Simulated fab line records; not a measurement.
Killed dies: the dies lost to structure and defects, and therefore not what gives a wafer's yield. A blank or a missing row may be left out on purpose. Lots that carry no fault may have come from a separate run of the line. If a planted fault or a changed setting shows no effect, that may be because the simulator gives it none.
Split-lot experiment -- flow n5_finfet -- on a route of 1938 steps: 7 lots, 21 wafers read

== SPLIT DETAILS ==
At N5_BEOL_M2_EXPOSE_08 (exposes mask M2), the setting dose_mj was moved away from the recipe's 41.25 on 4 of the 21 wafers read, by -5.2% to +4.7%. This setting was run at the recipe's value on the other wafers.

== FROM THE SPLIT TO THE READING: what the file shows between them, 5 steps ==
- N5_BEOL_M2_PEB_09: peb time 60 s
- N5_BEOL_M2_DEVELOP_10: develop time 30 s
- N5_BEOL_M2_DESCUM_16: chemistry O2, time 7 s
- N5_BEOL_M2_ETCH_74: etches underlayer in N2/H2, target depth 6.5 nm, time 5.2 s
- N5_BEOL_M2_ETCH_63: etches SiARC in CF4, target depth 15.6 nm, time 26 s

== THE READING ==
BEOL_M2.cd_offset_nm (the simulator's own value, which no gauge read), in nm, at N5_BEOL_M2_ETCH_64 (etches SOC in N2/H2, target depth 75 nm, overetch 22.5 nm, time 121.9 s). The file does not state a usual value for it. Across the 17 wafers here that went through the recipe, the average is 0.3 nm and the standard deviation 0.29 nm.

wafer,"tool, chamber at the split",dose_mj as run,against the recipe,"BEOL_M2.cd_offset_nm, nm",against lot-mates on the recipe
L077.1,"euv_scanner-01, 0",41.25,recipe,0.4,-
L077.3,"euv_scanner-01, 0",41.25,recipe,0.4,-
L077.5,"euv_scanner-01, 0",41.25,recipe,0.4,-
L079.1,"euv_scanner-02, 0",41.25,recipe,0.4,-
L079.2,"euv_scanner-02, 0",41.25,recipe,0,-
L079.4,"euv_scanner-02, 0",41.25,recipe,-0.2,-
L083.4,"euv_scanner-02, 0",41.25,recipe,0.2,-
L083.5,"euv_scanner-02, 0",41.25,recipe,0.2,-
L083.6,"euv_scanner-02, 0",41.25,recipe,-0.2,-
L084.2,"euv_scanner-02, 0",43.2,+4.7%,1,+1.0
L084.3,"euv_scanner-02, 0",41.25,recipe,0,-
L084.5,"euv_scanner-02, 0",43.2,+4.7%,0.8,+0.8
L086.2,"euv_scanner-02, 0",41.25,recipe,0.2,-
L086.4,"euv_scanner-02, 0",41.25,recipe,0.4,-
L086.5,"euv_scanner-02, 0",39.78,-3.6%,-0.8,-1.1
L087.1,"euv_scanner-02, 0",41.25,recipe,0.6,-
L087.3,"euv_scanner-02, 0",41.25,recipe,0.2,-
L087.6,"euv_scanner-02, 0",39.12,-5.2%,-0.8,-1.2
L094.1,"euv_scanner-01, 0",41.25,recipe,1,-
L094.2,"euv_scanner-01, 0",41.25,recipe,0.6,-
L094.6,"euv_scanner-01, 0",41.25,recipe,0.4,-

FIT RESULTS
A straight line over all 21 wafers: BEOL_M2.cd_offset_nm changes by +0.182 nm for each +1% of dose_mj; r = +0.78; the points scatter about the line by 0.3 nm.
The same after taking each lot's own level away (the mean of its wafers on the recipe; 21 wafers): +0.222 nm for each +1%; r = +0.92; scatter 0.19 nm.
According to that fit, moving dose_mj by its largest amount changes the reading by 1.1 nm.
Across the lots, their own levels run from 0.00 to 0.67 nm, a range of 2.3 times the standard deviation given above.
So the lot-to-lot level blurs the effect unless lot-mates are compared.
Check: for one of the wafers moved furthest among these (-5.2%), held out of the fit, the line's prediction against its lot-mates is -1.16 nm. It came out at -1.2 nm against them.

== THE OTHER SPLITS THESE WAFERS WENT THROUGH ==
These wafers also went through other splits before the reading. Each is held against what the fit with the lots' levels taken away leaves over:
other split on the same wafers,wafers away from the commonest value,r with BEOL_M2.cd_offset_nm (lot level and that fit taken away)
N5_BEOL_M0_TRENCH_ETCH_107 target_depth_a,5,+0.22
N5_BEOL_M1_VIA_ETCH_34 bias_w,6,-0.08

== THE WHOLE CHAIN: every reading that the file lists as answering this split, in the file's order ==
step,what it does,reading,change (the file's fit),r (the file's)
N5_BEOL_M2_ETCH_63,"etches SiARC in CF4, target depth 15.6 nm, time 26 s","BEOL_M2.cd_offset_nm (the simulator's own value, which no gauge read)",+0.218 nm for each +1% of the setting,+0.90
N5_BEOL_M2_ETCH_64,"etches SOC in N2/H2, target depth 75 nm, overetch 22.5 nm, time 121.9 s","BEOL_M2.cd_offset_nm (the simulator's own value, which no gauge read)",+0.233 nm for each +1% of the setting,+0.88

== THE FILE'S OWN FIT ==
BEOL_M2.cd_offset_nm changes by +0.233 nm for each +1% of dose_mj, r = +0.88.
